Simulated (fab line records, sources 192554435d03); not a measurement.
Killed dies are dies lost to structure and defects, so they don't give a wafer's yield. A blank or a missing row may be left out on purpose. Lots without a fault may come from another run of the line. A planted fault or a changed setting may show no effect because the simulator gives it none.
Split-lot experiment | flow n5_finfet | 7 lots, 21 wafers read, on a route of 1938 steps

THE SPLIT
At N5_PASSIVATION_PECVD_01 (deposits SiNx from SiH4/NH3/N2, target thk 200 nm, time 43.2 s), the setting time_s was moved away from the recipe's 43.2 s on 7 of the 21 wafers read, by -5.7% to +13.3%. The other wafers ran this setting at the recipe's value.

The reading is taken at the split's own step.

THE READING
SiNx_of_PASSIVATION_PECVD_01.thk_nm (the simulator's own value, which no gauge read), in nm, at N5_PASSIVATION_PECVD_01 (deposits SiNx from SiH4/NH3/N2, target thk 200 nm, time 43.2 s). The file gives no usual value for it. The 14 wafers here that ran the recipe average 200.6 nm, standard deviation 3.4 nm.

wafer  | tool, chamber at the split | time_s as run, s | against the recipe | SiNx_of_PASSIVATION_PECVD_01.thk_nm, nm | against lot-mates on the recipe
L075.2 | pecvd-04, 2                | 43.2             | recipe             | 204.4                                   | -
L075.3 | pecvd-04, 1                | 43.2             | recipe             | 196.2                                   | -
L075.6 | pecvd-04, 2                | 43.2             | recipe             | 205.8                                   | -
L079.1 | pecvd-01, 1                | 43.2             | recipe             | 203.2                                   | -
L079.2 | pecvd-01, 0                | 45.26            | +4.8%              | 208                                     | +4.8
L079.5 | pecvd-01, 2                | 45.26            | +4.8%              | 210.8                                   | +7.6
L085.1 | pecvd-04, 2                | 43.2             | recipe             | 198.8                                   | -
L085.4 | pecvd-04, 1                | 43.2             | recipe             | 197.8                                   | -
L085.5 | pecvd-04, 0                | 46.56            | +7.8%              | 219.4                                   | +21.1
L088.2 | pecvd-01, 2                | 43.2             | recipe             | 198.4                                   | -
L088.4 | pecvd-01, 2                | 40.74            | -5.7%              | 191.6                                   | -9.4
L088.5 | pecvd-01, 1                | 43.2             | recipe             | 203.6                                   | -
L087.2 | pecvd-03, 0                | 43.2             | recipe             | 193.8                                   | -
L087.5 | pecvd-03, 2                | 43.2             | recipe             | 202.2                                   | -
L087.6 | pecvd-03, 1                | 43.2             | recipe             | 199.6                                   | -
L092.1 | pecvd-04, 2                | 41.08            | -4.9%              | 193.4                                   | -5.4
L092.2 | pecvd-04, 0                | 43.2             | recipe             | 198.8                                   | -
L092.5 | pecvd-04, 0                | 41.08            | -4.9%              | 194.2                                   | -4.6
L097.2 | pecvd-04, 1                | 43.2             | recipe             | 202                                     | -
L097.3 | pecvd-04, 1                | 48.94            | +13.3%             | 229                                     | +25.8
L097.4 | pecvd-04, 0                | 43.2             | recipe             | 204.4                                   | -

THE FIT
A straight line over all 21 wafers: SiNx_of_PASSIVATION_PECVD_01.thk_nm changes by +1.97 nm for each +1% of time_s; r = +0.93; the points scatter about the line by 3.2 nm.
The same after taking each lot's own level away (the mean of its wafers on the recipe; 21 wafers): +1.82 nm for each +1%; r = +0.92; scatter 3.2 nm.
On that fit, the largest move of time_s shifts the reading by 24 nm.
The lots' own levels span 198.30 to 203.20 nm, that is 1.4 times the standard deviation above.
So the lot-to-lot level changes the slope little: the two slopes agree.
Check: with one of the wafers moved furthest among these (+13.3%) left out of the fit, the line predicts +23.7 nm for it against its lot-mates. It came out at +25.8 nm against them.

OTHER SPLITS ON THESE WAFERS
These wafers also went through other splits before the reading. Each is held against what the fit with the lots' levels taken away leaves over:
other split on the same wafers | wafers away from the commonest value | r with SiNx_of_PASSIVATION_PECVD_01.thk_nm (lot level and that fit taken away)
N5_BEOL_M13_COAT_65 spin_rpm   | 8                                    | +0.27

THE FILE'S OWN FIT
SiNx_of_PASSIVATION_PECVD_01.thk_nm changes by +1.94 nm for each +1% of time_s, r = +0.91.
